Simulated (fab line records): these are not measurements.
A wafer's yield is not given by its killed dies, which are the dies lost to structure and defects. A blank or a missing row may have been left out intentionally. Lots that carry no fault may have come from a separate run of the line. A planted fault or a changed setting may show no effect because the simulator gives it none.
Chamber matching ; flow nand-harc ; NHARC_P_M1_ETCH_35 on rie-diel-11: 4 sister chambers
The step etches the open film in N2/H2, target depth 40 nm, overetch 12 nm, time 43.94 s. 4 wafers are shown with their chamber, then 9 later ones without.

WAFERS PAIRED WITH THEIR CHAMBERS
wafer;chamber;drypump-motor-current-A (A)
L083.6;2;6.5
L088.4;1;5.4
L090.5;3;5.8
L090.6;0;5.5

WAFERS WHOSE CHAMBER IS MISSING
wafer;drypump-motor-current-A (A)
L092.1;5.8
L092.3;5.5
L092.4;6.5
L094.1;6.5
L094.2;5.8
L094.4;5.4
L097.2;5.5
L097.4;5.8
L097.5;6.6

WHICH CHAMBER EACH WENT THROUGH
wafer;from the rows above;in truth
L092.1;3;3
L092.3;0;0
L092.4;2;2
L094.1;2;2
L094.2;3;3
L094.4;1;1
L097.2;0;0
L097.4;3;3
L097.5;2;2
9 of 9 placed correctly. Number that these rows cannot place: 0. Wrongly placed: 0.
How it was worked out, from the rows above alone: a wafer's distance from a chamber is the root of the sum, over the readings, of the square of ((its reading less the chamber's mean) divided by the reading's scatter). The wafer belongs to the nearest chamber; if the next one is less than 2 further off, it can't be placed. Each chamber's mean is taken over the wafers shown for it. The scatter: root of mean squared gap, hidden wafer to nearest shown wafer, with one shown wafer a chamber.
